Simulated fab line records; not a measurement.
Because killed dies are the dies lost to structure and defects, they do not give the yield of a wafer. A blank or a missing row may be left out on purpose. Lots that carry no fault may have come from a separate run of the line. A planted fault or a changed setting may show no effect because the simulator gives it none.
fab line records	flow n5-finfet
[record] lots = 5	wafers = 15	last-day = 14
route steps=1938 shown WELL_APT@46 PMOS_HMC_CHANNEL_EPI@57 SD_EPI_N@284 BEOL_M4@1111 PASSIVATION@1936
lots untouched by any fault: they come from a run of this same line in which no faults occurred
start-h: hours from the record's first day to the start of the lot's first wafer shown	wait-h: hours since the lot's step before	" as in the row above	L1.1+2: a single row standing in for several wafers	- value missing, or start not given	* or withheld: withheld	< > ~ a bound
route shown NAME@n: names a module that has steps shown in the file, with the first one's number in the route	usual: the fault-free wafers' mean and standard deviation	same: alike in all rows	chamber/n: place in a boat	sites: readings site by site	_std_site: the standard deviation of these	_edge_site: mean of outer sites minus mean of inner sites	radius-mm: how far each site lies from the wafer's centre	mask NAME#n: copy n	behind: tool/chamber where the wafer was last shaped	hold: what put the lot on hold/how long, in hours/how the hold closed	device: transistor that didn't switch, given as n, p or np	end of line: the route-end tests of the same wafers	a step with no rows: only its recipe	killed: dies that structure and defects cost at the first sort, which is not the same as the wafer's yield	map: the dies of a wafer, with x for killed, . for not killed, _ for no die there
set.NAME: the setting the step ran with; set.NAME@STEP: the setting that earlier step ran with	model.NAME: the simulator's own value behind a step, which no gauge read
certain route steps with their lots: each step a table, each wafer a row
services: when a tool's chamber went out of use (start-h, in hours from the record's first day, below 0 if earlier), for how many hours, and the reason
[[steps]]
[step N5_WELL_APT_DESCUM_30]
[recipe] chemistry = O2	time-s = 7.9	source-power-w = 50	bias-power-w = 20	pressure-mtorr = 20	rf-frequency-hz = 2.712e+07	temp-c = 40	o2-flow-sccm = 225
[step N5_WELL_APT_IMPLANT_31]
[recipe] species = B	energy-kev = 60	dose-cm2 = 1.5e+13	tilt-deg = 0	rotation-deg = 0
[step N5_WELL_APT_IMPLANT_32]
[recipe] species = BF2	energy-kev = 50	dose-cm2 = 2e+13	tilt-deg = 0	rotation-deg = 0
[step N5_WELL_APT_STRIP_33]
[recipe] chemistry = SPM	time-s = 900	temp-c = 130	h2so4-h2o2-vol-ratio = 4	dry = ipa-marangoni
[step N5_WELL_APT_RTA_34]
[recipe] temp-c = 1000	time-s = 10	ambient = N2	idle-temp-c = 600	ramp-up-c-per-s = 150	ramp-down-c-per-s = 60	cool-to-c = 600
[step N5_WELL_APT_OXIDE_STRIP_42]
[recipe] chemistry = dHF	dilution = 25:1	time-s = 45	temp-c = 25	target = SiO2	target-depth-a = 120
[step N5_WELL_APT_PRECLEAN_36]
[recipe] chemistry = O3/DIW	time-s = 45	temp-c = 22	o3-ppm = 10
[step N5_WELL_APT_PRECLEAN_39]
[recipe] chemistry = dHF	time-s = 60	dilution = 150:1	temp-c = 25
[step N5_WELL_APT_SRD_37]
[recipe] dry = ipa-marangoni	do-ppb = 5	time-s = 30	temp-c = 23	rinse-liquid = diw
[step N5_WELL_APT_EPI_41]
[recipe] material = Si	target-thk-a = 500	temp-c = 650	precursor = SiH4/H2	pressure-torr = 20	time-s = 297.7
[usual] throttle-valve-pct = 11.21/0.16
lot.wafer	tool	chamber	start-h	wait-h	throttle-valve-pct	model.Si_of_WELL_APT_EPI_41.thk-nm
L268.2	epi-rpcvd-04	0	22.33	0.1	11.18	49.43
L268.3	"	0	"	"	11.11	49.47
L268.4	"	0	"	"	11.29	50.03
L270.1	epi-rpcvd-03	0	33.93	0.0	11.18	50.21
L270.3	"	0	"	"	11.23	50.47
L270.4	"	0	"	"	11.28	49.58
L275.3	epi-rpcvd-04	0	65.07	0.3	11.34	43.4
L275.4	"	0	"	"	11.30	43.55
L275.6	"	0	"	"	10.96	42.94
L276.1	epi-rpcvd-04	0	70.12	0.0	11.33	42.1
L276.3	"	0	"	"	11.17	42.18
L276.4	"	0	"	"	11.47	42.18
L278.1	epi-rpcvd-04	0	82.34	0.0	10.99	42.23
L278.4	"	0	"	"	11.21	42.37
L278.6	"	0	"	"	11.33	42.77
[step N5_PMOS_HMC_CHANNEL_EPI_HM_DEP_34]
[recipe] material = SiO2	target-thk-a = 360	temp-c = 400	precursor = TEOS/O2	pressure-torr = 6.5	rf-w = 900	teos-flow-sccm = 161.4	gas = O2	flow-sccm = 2650	time-s = 6.9
[step N5_PMOS_HMC_CHANNEL_EPI_COAT_31]
[recipe] resist = BARC	temp-c = 205	time-s = 60	spin-rpm = 1500	resist-thk-nm = 66
[step N5_PMOS_HMC_CHANNEL_EPI_COAT_03]
[recipe] resist = CAR-ArF-block	spin-rpm = 1500	resist-thk-nm = 205
[step N5_PMOS_HMC_CHANNEL_EPI_EBR_05]
[recipe] solvent = PGMEA	ebr-width-mm = 1.5
[step N5_PMOS_HMC_CHANNEL_EPI_SOFTBAKE_04]
[recipe] temp-c = 110	time-s = 60	resist = CAR-ArF-block
[step N5_PMOS_HMC_CHANNEL_EPI_EXPOSE_06]
[recipe] mask-id = PMOS_HMC_BLK	na = 1.35	source-shape = conventional	sigma-outer = 0.8	polarization = unpolarized	target-cd-nm = 240	dose-mj = 41
[step N5_PMOS_HMC_CHANNEL_EPI_PEB_07]
[recipe] peb-temp-c = 110	peb-time-s = 60	resist = CAR-ArF-block
[step N5_PMOS_HMC_CHANNEL_EPI_DEVELOP_08]
[recipe] develop-time-s = 30	developer = TMAH	resist = CAR-ArF-block	dev-temp-c = 23	rinse-liquid = diw	dry = air-spin
[step N5_PMOS_HMC_CHANNEL_EPI_DESCUM_14]
[recipe] chemistry = O2	time-s = 7.9	source-power-w = 50	bias-power-w = 20	pressure-mtorr = 20	rf-frequency-hz = 2.712e+07	temp-c = 40	resist = CAR-ArF-block	o2-flow-sccm = 225
[step N5_PMOS_HMC_CHANNEL_EPI_ETCH_32]
[recipe] chemistry = N2/H2	target = BARC	stop-on = SiO2	target-depth-a = 858	over-etch-frac = 0.3	time-s = 50.3	ion-energy-ev = 200	mask-material = CAR-ArF-block	pressure-mtorr = 30	source-w = 840	bias-w = 150	n2-flow-sccm = 200	h2-flow-sccm = 200
[step N5_PMOS_HMC_CHANNEL_EPI_HM_OPEN_15]
[recipe] chemistry = CHF3/O2	target = SiO2	mask-material = CAR-ArF-block	target-depth-a = 406	CHF3_flow_sccm = 50	O2_flow_sccm = 5	Ar_flow_sccm = 200	time-s = 20.3	pressure-mtorr = 30	source-w = 650	bias-w = 170	ion-energy-ev = 200
[step N5_PMOS_HMC_CHANNEL_EPI_STRIP_33]
[recipe] chemistry = N2/H2	power-w = 500	temp-c = 40	pressure-mtorr = 50	rf-frequency-hz = 6e+07	overash-fraction = 0.3	bias-power-w = 8	h2-frac = 0.5	n2-flow-sccm = 300	h2-flow-sccm = 300
[step N5_PMOS_HMC_CHANNEL_EPI_STRIP_17]
[recipe] chemistry = SPM	time-s = 750	temp-c = 130	h2so4-h2o2-vol-ratio = 4	dry = ipa-marangoni
[step N5_PMOS_HMC_CHANNEL_EPI_ETCH_38]
[recipe] chemistry = CF4	target = SiO2	target-depth-a = 15	ion-energy-ev = 350	pressure-mtorr = 10	icp-w = 800	bias-w = 400	cf4-flow-sccm = 80
[step N5_PMOS_HMC_CHANNEL_EPI_FIN_RECESS_16]
[recipe] chemistry = HBr/Cl2	target = Si	mask-material = SiO2	target-depth-a = 540	time-s = 18	pressure-mtorr = 10	icp-w = 800	bias-w = 75	HBr_flow_sccm = 150	Cl2_flow_sccm = 80
[step N5_PMOS_HMC_CHANNEL_EPI_PRECLEAN_36]
[recipe] chemistry = O3/DIW	time-s = 45	temp-c = 22	o3-ppm = 10
[step N5_PMOS_HMC_CHANNEL_EPI_PRECLEAN_18]
[recipe] chemistry = DHF	time-s = 30	temp-c = 25	dilution = withheld
[step N5_PMOS_HMC_CHANNEL_EPI_SRD_19]
[recipe] dry = ipa-marangoni	do-ppb = 5	time-s = 30	temp-c = 23	rinse-liquid = diw
[step N5_PMOS_HMC_CHANNEL_EPI_EPI_20]
[recipe] material = SiGe30	mask-material = SiO2	pressure-torr = 20	target-thk-a = 590	temp-c = 600
[step N5_PMOS_HMC_CHANNEL_EPI_HM_STRIP_35]
[recipe] chemistry = dHF	temp-c = 25	material = SiO2	target = SiO2	target-depth-a = 396	time-s = 216
[step N5_PMOS_HMC_CHANNEL_EPI_SRD_39]
[recipe] dry = ipa-marangoni	time-s = 30	temp-c = 23	rinse-liquid = diw
[step N5_PMOS_HMC_CHANNEL_EPI_CMP_21]
[recipe] material = SiGe30	post-cmp-clean = alkaline-brush	target-thk-nm = 54
[step N5_PMOS_HMC_CHANNEL_EPI_PRECLEAN_40]
[recipe] chemistry = DHF	time-s = 30	temp-c = 25	dilution = withheld
[step N5_PMOS_HMC_CHANNEL_EPI_PRECLEAN_37]
[recipe] chemistry = O3/DIW	time-s = 45	temp-c = 22	o3-ppm = 10
[step N5_SD_EPI_N_STRIP_18]
[recipe] chemistry = SPM	time-s = 750	temp-c = 130	h2so4-h2o2-vol-ratio = 4
lot.wafer	tool	chamber	start-h	wait-h	model.Si_of_WELL_APT_EPI_41.thk-nm
L268.2	wet-bench-05	5	55.70	0.0	7.6
L268.3	"	6	"	"	8.2
L268.4	"	0	"	"	8.4
L270.1	wet-bench-02	4	67.66	0.0	7.6
L270.3	"	7	"	"	9
L270.4	"	6	"	"	8
L275.3+6	wet-bench-02	7,4	98.67	0.0	4.2
L275.4	"	2	"	"	4
L276.1+3+4	wet-bench-05	0,6,3	105.80	0.0	4.4
L278.1+4+6	wet-bench-02	0,6,1	117.75	0.0	4.4
[step N5_BEOL_M4_RC_MEAS_101]
[usual] CJ_N = 4.35/0.092	CJ_P = 5.78/0.19	DIBL_N = 36.2/1.6	DIBL_P = 36.1/2	IOFF_N = 0.16/0.032	IOFF_P = 0.22/0.036	ION_N = 672/11	ION_P = 463/7.5	RS_PWELL = 3013/24	SS_N = 71.4/0.58	SS_P = 73.2/0.67	VT_N = 250/3.3	VT_P = -250/3.3
lot.wafer	tool	chamber	start-h	wait-h	CJ_N	CJ_P	DIBL_N[mV/V]	DIBL_P[mV/V]	IOFF_N[nA/um]	IOFF_P[nA/um]	ION_N[uA/um]	ION_P[uA/um]	RS_PWELL[ohm/sq]	SS_N[mV/dec]	SS_P[mV/dec]	VT_N[mV]	VT_P[mV]
L268.2	prober-01	0	175.64	0.2	4.41	5.55	38.3	37.9	0.19	0.28	676	468	3015	72.0	73.7	246	-245
L268.3	"	0	"	"	4.39	5.83	32.8	31.0	0.10	0.16	651	457	3030	70.2	72.0	255	-255
L268.4	"	0	"	"	4.41	5.70	35.6	35.2	0.14	0.22	671	465	3024	71.6	73.0	251	-249
L270.1	prober-02	0	181.49	0.0	4.41	6.06	36.2	35.0	0.15	0.20	673	464	3041	71.3	73.4	252	-251
L270.3	"	0	"	"	4.30	5.64	36.9	36.1	0.16	0.22	677	462	3039	71.9	73.9	249	-247
L270.4	"	0	"	"	4.33	5.71	38.1	36.8	0.17	0.24	673	457	3035	72.3	73.9	250	-248
L275.3	prober-01	0	220.55	0.3	4.82	4.88	37.3	38.3	0.19	0.28	671	474	3093	71.3	74.0	248	-244
L275.4	"	0	"	"	4.88	5.23	34.7	35.2	0.15	0.23	666	468	3107	70.7	72.8	247	-246
L275.6	"	0	"	"	4.81	4.72	34.7	35.3	0.14	0.23	653	467	3082	70.7	72.9	251	-247
L276.1	prober-02	0	224.54	0.0	4.90	4.32	36.6	40.5	0.14	0.31	641	470	3148	71.7	74.0	251	-245
L276.3	"	0	"	"	4.91	4.75	38.4	40.0	0.17	0.28	655	467	3159	71.1	73.7	250	-244
L276.4	"	0	"	"	4.92	4.33	38.8	40.8	0.18	0.31	658	471	3151	71.8	74.2	249	-244
L278.1	prober-01	0	237.90	0.0	4.96	4.83	36.1	37.4	0.15	0.26	668	471	3076	71.7	73.3	250	-244
L278.4	"	0	"	"	4.88	4.71	37.4	39.2	0.19	0.31	666	474	3071	71.5	73.8	246	-243
L278.6	"	0	"	"	4.97	4.95	36.7	37.9	0.17	0.29	668	478	3091	71.9	72.7	248	-242
[step N5_PASSIVATION_PROBE_49]
[usual] defect-limited-yield = 91.4/1.3	killed_at_M0_to_M3 = 34/10	killed_at_M4_up = 14/5.6	killed-at-contacts = 13/5.9	killed-at-front-end = 37/9.9	killed-at-other = 3.5/2.8	killed-dies = 101/15	killed-open = 67/12	killed-short = 32/6.6	sort_bin_5_function = 5.0/0.81	sort_bin_6_memory = 3.2/0.66	sort_bin_8_speed = 0.00/0.007	sort-n-pass = 1079/15	sort-yield-pct = 91.4/1.3
[same] gross-dies = 1180	killed-at-back-side = 0	sort_bin_4_leakage[%] = 0
lot.wafer	tool	chamber	start-h	wait-h	defect-limited-yield[%]	killed_at_M0_to_M3	killed_at_M4_up	killed-at-contacts	killed-at-front-end	killed-at-other	killed-dies	killed-open	killed-short	sort_bin_5_function[%]	sort_bin_6_memory[%]	sort_bin_8_speed[%]	sort-n-pass	sort-yield-pct[%]
L270.1	prober-02	-	288.42	0.0	90.2	43	27	15	25	6	116	85	31	6.0	3.6	0	1064	90.2
L270.3	prober-02	-	288.52	0.1	91.9	31	16	9	36	3	95	71	24	4.3	3.4	0	1085	91.9
L270.4	prober-02	-	288.57	0.2	92.4	22	23	4	40	1	90	63	27	4.5	2.8	0	1090	92.4
L268.2	prober-02	-	289.93	0.1	90.3	36	13	25	30	10	114	87	26	5.2	4.2	0	1066	90.3
L268.3	prober-02	-	289.98	0.1	91.9	31	5	15	42	2	95	56	37	4.8	3.1	0	1085	91.9
L268.4	prober-02	-	290.03	0.2	92.5	27	12	9	29	11	88	57	31	4.2	2.8	0	1092	92.5
L275.3	prober-01	-	328.71	0.1	93.6	16	14	8	35	3	76	56	20	3.3	2.9	0	1104	93.6
L275.4	prober-01	-	328.76	0.2	94.5	24	11	2	28	0	65	42	23	3.0	2.0	0	1115	94.5
L275.6	prober-01	-	328.86	0.3	92.7	35	14	4	31	2	86	51	34	5.1	1.9	0	1094	92.7
L276.1	prober-01	-	336.79	0.0	92.0	26	13	15	40	0	94	59	35	5.3	2.5	0.17	1084	91.9
L276.3	prober-01	-	336.89	0.1	93.0	30	12	12	29	0	83	60	22	4.4	2.4	0	1097	93.0
L276.4	prober-01	-	336.94	0.2	90.3	17	10	17	67	3	114	66	40	6.1	2.5	0	1066	90.3
L278.1	prober-01	-	342.28	0.0	91.5	33	12	18	35	2	100	62	37	5.6	2.5	0	1080	91.5
L278.4	prober-01	-	342.43	0.2	90.7	22	17	25	45	1	110	75	35	5.4	3.6	0	1070	90.7
L278.6	prober-01	-	342.53	0.3	91.7	34	8	19	36	1	98	68	30	4.5	3.3	0	1082	91.7
// killed by level:class
L270.1 BEOL_M2:geometric-particle:open=16 BEOL_M4:geometric-particle:open=16 MOL_CONTACT_COAG:geometric-particle:open=11 FIN_SAQP:geometric-particle:short=6 BEOL_M0_SAQP:geometric-particle:open=6 BEOL_M0:geometric-particle:open=6 DUMMY_GATE:geometric-particle:open=5 BEOL_M0_SAQP:geometric-particle:short=5
L270.3 DUMMY_GATE:geometric-particle:open=9 BEOL_M3:geometric-particle:open=8 BEOL_M4:geometric-particle:open=8 BEOL_M0_SAQP:geometric-particle:open=7 GATE_CUT:geometric-particle:short=6 MOL_CONTACT_COAG:geometric-particle:open=6 STI_FIN_REVEAL:geometric-particle:open=5 BEOL_M2:geometric-particle:open=4
L270.4 STI_FIN_REVEAL:geometric-particle:open=11 BEOL_M4:geometric-particle:open=7 FIN_SAQP:geometric-particle:open=6 BEOL_M0_SAQP:geometric-particle:open=5 ILD0:geometric-particle:short=4 GATE_CUT:geometric-particle:open=4 BEOL_M2:geometric-particle:open=4 DUMMY_GATE:geometric-particle:open=3
L268.2 MOL_CONTACT_COAG:geometric-particle:open=21 BEOL_M1:geometric-particle:open=14 BEOL_M0_SAQP:geometric-particle:open=8 STI_FIN_REVEAL:geometric-particle:open=6 DUMMY_GATE:geometric-particle:open=6 FIN_SAQP:geometric-particle:short=5 GATE_CUT:geometric-particle:short=5 BEOL_M0_SAQP:geometric-particle:short=5
L268.3 FIN_SAQP:geometric-particle:short=14 FIN_SAQP:geometric-particle:open=10 MOL_CONTACT_COAG:geometric-particle:open=9 BEOL_M1:geometric-particle:open=9 BEOL_M0_SAQP:geometric-particle:short=7 GATE_CUT:geometric-particle:open=6 GATE_CUT:geometric-particle:short=6 MOL_CONTACT_COAG:geometric-particle:short=6
L268.4 FIN_SAQP:geometric-particle:short=8 BEOL_M1:geometric-particle:open=8 DUMMY_GATE:geometric-particle:open=6 MOL_CONTACT_COAG:geometric-particle:open=6 BEOL_M2:geometric-particle:open=6 BEOL_M4:geometric-particle:open=5 BEOL_M0_SAQP:geometric-particle:open=4 FIN_SAQP:geometric-particle:open=3
L275.3 FIN_SAQP:geometric-particle:open=14 FIN_SAQP:geometric-particle:short=10 BEOL_M4:geometric-particle:open=8 DUMMY_GATE:geometric-particle:open=7 MOL_CONTACT_COAG:geometric-particle:open=7 BEOL_M0_SAQP:geometric-particle:open=5 BEOL_M3:geometric-particle:open=5 BEOL_M2:geometric-particle:open=3
L275.4 FIN_SAQP:geometric-particle:open=9 BEOL_M3:geometric-particle:open=7 BEOL_M0_SAQP:geometric-particle:short=7 FIN_SAQP:geometric-particle:short=6 DUMMY_GATE:geometric-particle:open=5 BEOL_M6:geometric-particle:open=4 BEOL_M0_SAQP:geometric-particle:open=3 BEOL_M1:geometric-particle:open=3
L275.6 BEOL_M2:geometric-particle:open=12 FIN_SAQP:geometric-particle:open=8 FIN_SAQP:geometric-particle:short=7 BEOL_M0_SAQP:geometric-particle:short=5 BEOL_M1:geometric-particle:open=5 BEOL_M5:geometric-particle:open=4 DUMMY_GATE:geometric-particle:open=3 ILD0:geometric-particle:short=3
L276.1 MOL_CONTACT_COAG:geometric-particle:open=11 FIN_SAQP:geometric-particle:short=8 FIN_SAQP:geometric-particle:open=7 BEOL_M3:geometric-particle:open=7 BEOL_M4:geometric-particle:open=7 STARTING-WAFER:geometric-particle:open=5 GATE_CUT:geometric-particle:short=4 MOL_CONTACT_COAG:geometric-particle:short=4
L276.3 BEOL_M1:geometric-particle:open=12 MOL_CONTACT_COAG:geometric-particle:open=10 FIN_SAQP:geometric-particle:short=9 DUMMY_GATE:geometric-particle:open=7 BEOL_M2:geometric-particle:open=7 BEOL_M0_SAQP:geometric-particle:open=4 GATE_CUT:geometric-particle:short=3 BEOL_M0_SAQP:geometric-particle:short=3
L276.4 STI_FIN_REVEAL:geometric-particle:open=12 MOL_CONTACT_COAG:geometric-particle:open=12 GATE_CUT:geometric-particle:short=10 DUMMY_GATE:geometric-particle:open=9 HKMG_FIN:area-etch=8 FIN_SAQP:geometric-particle:open=6 STARTING-WAFER:geometric-particle:open=6 MOL_CONTACT_COAG:geometric-particle:short=5
L278.1 MOL_CONTACT_COAG:geometric-particle:open=15 FIN_SAQP:geometric-particle:short=10 BEOL_M1:geometric-particle:open=10 FIN_SAQP:geometric-particle:open=9 BEOL_M3:geometric-particle:open=7 BEOL_M0_SAQP:geometric-particle:short=4 BEOL_M4:geometric-particle:open=4 DUMMY_GATE:geometric-particle:open=3
L278.4 MOL_CONTACT_COAG:geometric-particle:open=21 FIN_SAQP:geometric-particle:short=19 FIN_SAQP:geometric-particle:open=9 BEOL_M0_SAQP:geometric-particle:open=6 BEOL_M4:geometric-particle:open=5 STI_FIN_REVEAL:geometric-particle:open=4 DUMMY_GATE:geometric-particle:open=4 MOL_CONTACT_COAG:geometric-particle:short=4
L278.6 MOL_CONTACT_COAG:geometric-particle:open=12 BEOL_M3:geometric-particle:open=10 STI_FIN_REVEAL:geometric-particle:open=8 BEOL_M0_SAQP:geometric-particle:open=8 FIN_SAQP:geometric-particle:short=7 MOL_CONTACT_COAG:geometric-particle:short=7 BEOL_M0_SAQP:geometric-particle:short=5 BEOL_M1:geometric-particle:open=5
[[services]]
tool	chamber	start-h	hours	kind
wet-bench-05	-	9.35	17.6	repair
epi-rpcvd-04	-	28.08	1.8	repair
wet-bench-02	-	52.67	4.6	repair
wet-bench-05	-	106.12	1.9	pm
[[key]]
[first-sign] step = N5_BEOL_M4_RC_MEAS_101	reading = CJ_N	direction = up	sigmas = 5.9	usual = 4.35	struck = 4.89
[effect] step = N5_BEOL_M4_RC_MEAS_101	reading = CJ_P	direction = down	sigmas = 5.5	usual = 5.78	struck = 4.75
[effect] step = N5_BEOL_M4_RC_MEAS_101	reading = RS_PWELL	direction = up	sigmas = 3.9	usual = 3013	struck = 3109
[model-effect] step = N5_WELL_APT_EPI_41	value = Si_of_WELL_APT_EPI_41.thk-nm	without = 50.11	struck = 42.64
[model-effect] step = N5_SD_EPI_N_STRIP_18	value = Si_of_WELL_APT_EPI_41.thk-nm	without = 8.422	struck = 4.311
met-at N5_WELL_APT_EPI_41
struck-wafers L275.3,L275.4,L275.6,L276.1,L276.3,L276.4,L278.1,L278.4,L278.6
onset-between 22.33 65.07
also-fits time
[fault] kind = process-parameter-drift	tool = epi-rpcvd-04	chamber = -	onset-h = 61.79	steps = N5_WELL_APT_EPI_41	channel = target-thk-a	offset = *	shape = step	end-h = 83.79	acts-in = *	stated = *
